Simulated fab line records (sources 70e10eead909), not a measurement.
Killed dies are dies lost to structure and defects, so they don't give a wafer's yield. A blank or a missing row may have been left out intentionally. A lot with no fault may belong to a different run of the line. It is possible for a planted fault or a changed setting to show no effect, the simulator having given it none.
Matching of chambers -- flow nandHarc -- NHARC_A_STAIRCASE_DESCUM_11 on rieDiel-05 has 4 sister chambers
The step chemistry O2, time 3 s. 20 wafers are shown with their chamber, then 10 later ones without.

== WAFERS WITH THEIR CHAMBER ==
wafer,chamber,drypumpMotorCurrentA (A),showerheadPlenumPTorr (Torr),oesProductAu (a.u.)
L076.4,3,6.3,1.87,0.987
L076.5,3,6.3,1.87,1.002
L076.6,2,6.3,1.97,1.002
L077.1,1,5.3,2.07,0.994
L077.4,3,6.3,1.87,1.001
L077.6,3,6.3,1.87,0.991
L075.1,1,5.3,2.07,0.987
L075.3,0,6.3,1.89,0.996
L075.6,3,6.3,1.87,1.002
L079.1,0,6.3,1.89,0.992
L079.2,1,5.3,2.06,0.985
L079.6,0,6.2,1.89,0.997
L084.2,3,6.3,1.87,0.995
L084.4,0,6.3,1.88,0.992
L084.6,3,6.3,1.87,0.989
L080.1,1,5.2,2.06,0.978
L080.3,0,6.3,1.88,0.997
L080.5,1,5.2,2.06,0.983
L087.1,0,6.3,1.88,0.991
L087.4,2,6.3,1.95,0.998

SIGNATURES, as means of the wafers listed above
reading,chamber 0,chamber 1,chamber 2,chamber 3,scatter within a chamber
drypumpMotorCurrentA,6.283,5.260,6.300,6.300,0.0356
showerheadPlenumPTorr,1.8850,2.0640,1.9600,1.8700,0.00542
oesProductAu,0.99417,0.98540,1.00000,0.99529,0.0052
Rule: a wafer's distance from a chamber is the root of the sum, over the readings, of the square of ((its reading less the chamber's mean) divided by the reading's scatter). The wafer belongs to the nearest chamber; if the next one is less than 2 further off, it can't be placed. How the scatter is found: for the shown wafers, subtract from each reading the mean of its chamber, square and add these, divide the total by (wafers less chambers), then take the root.

== WAFERS WHOSE CHAMBER IS MISSING ==
wafer,drypumpMotorCurrentA (A),showerheadPlenumPTorr (Torr),oesProductAu (a.u.)
L087.6,6.3,1.87,0.993
L085.1,6.3,1.87,0.993
L085.2,5.3,2.06,1.008
L085.3,6.3,1.88,0.984
L091.4,6.3,1.86,1.003
L091.5,6.3,1.86,1.005
L091.6,6.3,1.88,1.003
L095.1,6.3,1.88,0.986
L095.3,6.3,1.86,0.992
L095.6,6.3,1.95,0.997

== WHICH CHAMBER EACH WENT THROUGH ==
wafer,from the rows above,in truth
L087.6,3,3
L085.1,3,3
L085.2,1,1
L085.3,can't be placed: 0 or 3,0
L091.4,3,3
L091.5,3,3
L091.6,can't be placed: 0 or 3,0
L095.1,can't be placed: 0 or 3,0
L095.3,3,3
L095.6,2,2
7 of 10 placed correctly. From these rows, 3 cannot be placed; in 3 the true chamber is one of the candidates. Wrongly placed: 0.
